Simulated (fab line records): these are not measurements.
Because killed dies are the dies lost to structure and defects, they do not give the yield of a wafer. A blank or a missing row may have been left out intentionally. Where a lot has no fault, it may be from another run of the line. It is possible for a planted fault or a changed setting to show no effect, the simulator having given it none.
Split-lot study + flow n5_finfet + 39 wafers read from 7 lots, route of 1938 steps

== THE SPLIT ITSELF ==
At N5_BEOL_M10_ILD_DEP_00 (deposits SiCOH lowk from DEMS/porogen, target thk 308.51 nm, time 58 s), the setting target_thk_a was moved away from the recipe's 3085.1 angstrom on 18 of the 39 wafers read, by -52.7% to +55.0%. This setting was run at the recipe's value on the other wafers.

== SPLIT TO READING: what lies between them in the file, 1 step ==
- N5_BEOL_M10_CURE_71: cures SiCOH lowk, time 240 s

== THE READING ==
M10_ILD_THK at N5_BEOL_M10_THK_MEAS_01, in nm. Fault-free wafers of this fab line usually give 270 nm, standard deviation 3.8 nm.

| wafer  | tool, chamber at the split | target_thk_a as run, angstrom | against the recipe | M10_ILD_THK, nm | against lot-mates on the recipe |
|--------|----------------------------|-------------------------------|--------------------|-----------------|---------------------------------|
| L074.1 | pecvd-03, 1                | 3085.1                        | recipe             | 263             | -                               |
| L074.2 | pecvd-03, 0                | 1459                          | -52.7%             | 123             | -141                            |
| L074.3 | pecvd-03, 0                | 1459                          | -52.7%             | 124             | -140                            |
| L074.4 | pecvd-03, 1                | 3085.1                        | recipe             | 263             | -                               |
| L074.5 | pecvd-03, 1                | 3085.1                        | recipe             | 266             | -                               |
| L074.6 | pecvd-03, 0                | 1459                          | -52.7%             | 128             | -136                            |
| L077.1 | pecvd-03, 0                | 3646                          | +18.2%             | 314             | +46                             |
| L077.2 | pecvd-03, 1                | 3646                          | +18.2%             | 314             | +46                             |
| L077.3 | pecvd-03, 1                | 3085.1                        | recipe             | 270             | -                               |
| L077.4 | pecvd-03, 0                | 3085.1                        | recipe             | 268             | -                               |
| L077.5 | pecvd-03, 0                | 3646                          | +18.2%             | 319             | +51                             |
| L077.6 | pecvd-03, 1                | 3085.1                        | recipe             | 266             | -                               |
| L079.2 | pecvd-03, 1                | 3085.1                        | recipe             | 269             | -                               |
| L079.4 | pecvd-03, 2                | 3085.1                        | recipe             | 276             | -                               |
| L079.6 | pecvd-03, 2                | 3085.1                        | recipe             | 276             | -                               |
| L085.1 | pecvd-01, 0                | 3085.1                        | recipe             | 269             | -                               |
| L085.2 | pecvd-01, 1                | 3085.1                        | recipe             | 264             | -                               |
| L085.3 | pecvd-01, 2                | 1841                          | -40.3%             | 162             | -108                            |
| L085.4 | pecvd-01, 0                | 1841                          | -40.3%             | 160             | -110                            |
| L085.5 | pecvd-01, 2                | 3085.1                        | recipe             | 276             | -                               |
| L085.6 | pecvd-01, 1                | 1841                          | -40.3%             | 159             | -111                            |
| L091.1 | pecvd-04, 2                | 3085.1                        | recipe             | 271             | -                               |
| L091.2 | pecvd-04, 1                | 4406                          | +42.8%             | 383             | +110                            |
| L091.3 | pecvd-04, 0                | 4406                          | +42.8%             | 385             | +112                            |
| L091.4 | pecvd-04, 1                | 3085.1                        | recipe             | 274             | -                               |
| L091.5 | pecvd-04, 2                | 4406                          | +42.8%             | 391             | +118                            |
| L091.6 | pecvd-04, 0                | 3085.1                        | recipe             | 274             | -                               |
| L093.1 | pecvd-03, 1                | 4782                          | +55.0%             | 412             | +143                            |
| L093.2 | pecvd-03, 0                | 4782                          | +55.0%             | 418             | +149                            |
| L093.3 | pecvd-03, 2                | 4782                          | +55.0%             | 415             | +146                            |
| L093.4 | pecvd-03, 1                | 3085.1                        | recipe             | 266             | -                               |
| L093.5 | pecvd-03, 2                | 3085.1                        | recipe             | 270             | -                               |
| L093.6 | pecvd-03, 0                | 3085.1                        | recipe             | 272             | -                               |
| L090.1 | pecvd-04, 1                | 4302                          | +39.4%             | 375             | +106                            |
| L090.2 | pecvd-04, 0                | 4302                          | +39.4%             | 374             | +105                            |
| L090.3 | pecvd-04, 2                | 3085.1                        | recipe             | 264             | -                               |
| L090.4 | pecvd-04, 1                | 4302                          | +39.4%             | 384             | +115                            |
| L090.5 | pecvd-04, 0                | 3085.1                        | recipe             | 275             | -                               |
| L090.6 | pecvd-04, 2                | 3085.1                        | recipe             | 268             | -                               |

FIT RESULTS
A straight line over all 39 wafers: M10_ILD_THK changes by +2.7 nm for each +1% of target_thk_a; r = +1.00; the points scatter about the line by 4.1 nm.
The same after taking each lot's own level away (the mean of its wafers on the recipe; 39 wafers): +2.67 nm for each +1%; r = +1.00; scatter 3.3 nm.
According to that fit, moving target_thk_a by its largest amount changes the reading by 1.5e+02 nm.
The lots' own levels span 264.0 to 273.7 nm, that is 2.5 times the standard deviation above.
The two slopes agree, so the slope changes little with the lot-to-lot level.
Check: with one of the wafers moved furthest among these (+55.0%) left out of the fit, the line predicts +147 nm for it against its lot-mates. Against them it came out at +143 nm.

== ADDITIONAL SPLITS CARRIED BY THESE WAFERS ==
These wafers also went through other splits before the reading. Each is held against what the fit with the lots' levels taken away leaves over:
| other split on the same wafers | wafers away from the commonest value | r with M10_ILD_THK (lot level and that fit taken away) |
|--------------------------------|--------------------------------------|--------------------------------------------------------|
| N5_BEOL_M7_DEP_56 time_s       | 12                                   | -0.09                                                  |

== THE WHOLE CHAIN: every reading that the file lists as answering this split, in the file's order ==
| step                    | what it does                                                           | reading                                                                                   | change (the file's fit)              | r (the file's) |
|-------------------------|------------------------------------------------------------------------|-------------------------------------------------------------------------------------------|--------------------------------------|----------------|
| N5_BEOL_M10_ILD_DEP_00  | deposits SiCOH lowk from DEMS/porogen, target thk 308.51 nm, time 58 s | SiCOH_lowk_of_BEOL_M10_ILD_DEP_00.thk_nm (the simulator's own value, which no gauge read) | +3.01 nm for each +1% of the setting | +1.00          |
| N5_BEOL_M10_CURE_71     | cures SiCOH lowk, time 240 s                                           | SiCOH_lowk_of_BEOL_M10_ILD_DEP_00.thk_nm (the simulator's own value, which no gauge read) | +2.67 nm for each +1% of the setting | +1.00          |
| N5_BEOL_M10_THK_MEAS_01 |                                                                        | M10_ILD_THK                                                                               | +2.67 for each +1% of the setting    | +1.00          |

== FILE'S OWN FIT ==
M10_ILD_THK changes by +2.67 nm for each +1% of target_thk_a, r = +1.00.
